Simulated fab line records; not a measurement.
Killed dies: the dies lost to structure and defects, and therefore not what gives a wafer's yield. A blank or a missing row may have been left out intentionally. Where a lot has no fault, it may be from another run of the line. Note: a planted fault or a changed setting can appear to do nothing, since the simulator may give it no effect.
Which of the tools did it? ; flow nand harc ; 6 lots with 18 wafers sampled at 5 steps, on a route of 1302 steps

WHAT THE GAUGES READ, wafer by wafer
NHARC_END_SORT_01.
lot;measured;on;defect limited yield (%)
L288;day 32 01:22;prober-01;88.3 73.7 75.2

EACH LOT AND THE TOOL THAT RAN IT (in order: tool; ch and the chambers of the sampled wafers; start)
lot;NHARC_A_M1_PVD_20;NHARC_A_BONDPAD_ETCH_24;NHARC_A_BONDPAD_PVD_17;NHARC_THIN_TSV_ETCH_15
L279;pvd sputter-02, day 23 14:50;rie diel-03 ch 0,3, day 24 13:16 or earlier;pvd sputter-02, day 24 13:16 or earlier;rie si-02 ch 2,3, day 24 13:16
L282;pvd sputter-02, day 24 09:03;rie diel-12 ch 1,2, day 25 03:34 or earlier;pvd sputter-03, day 25 03:34 or earlier;rie si-04 ch 2,3, day 25 03:34
L288;pvd sputter-02, day 28 00:49;rie diel-12 ch 1,2, day 30 14:56 or earlier;pvd sputter-03, day 30 14:56 or earlier;rie si-01 ch 0,3, day 30 14:56
L297;pvd sputter-02, day 31 00:44;rie diel-12 ch 1,2,3, day 32 05:17 or earlier;pvd sputter-03, day 32 05:17 or earlier;rie si-01 ch 0,2,3, day 32 05:17
L298;pvd sputter-01, day 31 07:03;rie diel-12 ch 0,1,2, day 32 06:29 or earlier;pvd sputter-01, day 32 06:29 or earlier;rie si-02 ch 1,3, day 32 06:29
L300;pvd sputter-03, day 33 06:29;rie diel-11 ch 1,2,3, day 34 01:37 or earlier;pvd sputter-02, day 34 01:37 or earlier;rie si-01 ch 0,2,3, day 34 01:37
- NHARC_A_M1_PVD_20: deposits TaN, target thk 5 nm, time 8.06 s.
- NHARC_A_BONDPAD_ETCH_24: etches the open film in CF4/N2, target depth 30 nm, time 72.99 s.
- NHARC_A_BONDPAD_PVD_17: deposits TaN, target thk 5 nm, time 8.06 s.
- NHARC_THIN_TSV_ETCH_15: target depth 3000 nm, bosch target overetch cycles 2, bosch etch step 2.8 s.

THE ANSWER, worked out from the rows above alone
Rule: usual is defined by the lots themselves. The widest of any qualifying gaps counts: lots, ordered by their means at a reading, are off when they make up no more than a third of the lots, leave a main group of 4 or more, and stand apart from it by 3 or more times the standard deviation of that group's means. If all means in a main group match to the digits the tables above print for the reading, that group is not used. A lot without any number at a reading at which 4 lots or more have one is off too. All remaining lots with rows at the step are treated as sound.
None of the lots is off at any reading shown; this tells nothing.

WHAT THE SIMULATOR HAD PUT IN
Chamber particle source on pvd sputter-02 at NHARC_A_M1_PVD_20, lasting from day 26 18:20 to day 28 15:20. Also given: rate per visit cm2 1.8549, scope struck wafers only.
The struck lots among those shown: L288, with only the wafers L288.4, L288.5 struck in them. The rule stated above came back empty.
